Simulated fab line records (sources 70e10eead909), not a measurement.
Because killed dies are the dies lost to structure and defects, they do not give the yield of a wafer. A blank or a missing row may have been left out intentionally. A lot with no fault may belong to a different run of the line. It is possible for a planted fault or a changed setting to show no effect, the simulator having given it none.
Chamber matching | flow nand harc | pecvd-01 running NHARC_A_STAIRCASE_DEP_151: 3 sister chambers
The step deposits SiO2, target thk 7200 nm. 3 wafers are shown with their chamber, then 12 later ones without.

## WAFERS, EACH WITH ITS CHAMBER
wafer  | chamber | heater power w (W)
L087.4 | 0       | 784
L090.1 | 2       | 719
L090.6 | 1       | 540

## WAFERS WITHOUT THEIR CHAMBER
wafer  | heater power w (W)
L089.1 | 705
L089.4 | 784
L089.5 | 584
L091.1 | 642
L091.3 | 959
L091.5 | 805
L091.2 | 695
L091.4 | 583
L091.6 | 541
L096.1 | 962
L096.3 | 705
L096.5 | 780

## WHICH CHAMBER EACH WENT THROUGH
wafer  | from the rows above          | in truth
L089.1 | can't be placed: 2 or 0 or 1 | 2
L089.4 | can't be placed: 0 or 2      | 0
L089.5 | can't be placed: 1 or 2 or 0 | 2
L091.1 | can't be placed: 2 or 1 or 0 | 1
L091.3 | can't be placed: 0 or 2      | 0
L091.5 | can't be placed: 0 or 2      | 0
L091.2 | can't be placed: 2 or 0 or 1 | 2
L091.4 | can't be placed: 1 or 2      | 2
L091.6 | 1                            | 1
L096.1 | can't be placed: 0 or 2      | 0
L096.3 | can't be placed: 2 or 0 or 1 | 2
L096.5 | can't be placed: 0 or 2      | 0
Placed correctly: 1 of 12. Not placeable from these rows: 11 (in 11, the candidates include the true chamber). Placed wrongly: 0.
How it was worked out, from the rows above alone: a wafer's distance from a chamber is the root of the sum, over the readings, of the square of ((its reading less the chamber's mean) divided by the reading's scatter). If the next closest chamber is less than 2 further off than the closest, the wafer can't be placed; otherwise it belongs to the closest. Each chamber's mean is taken over the wafers shown for it. The scatter (one wafer shown for each chamber): square how far every hidden wafer sits from the nearest shown wafer, average those squares and take the square root.
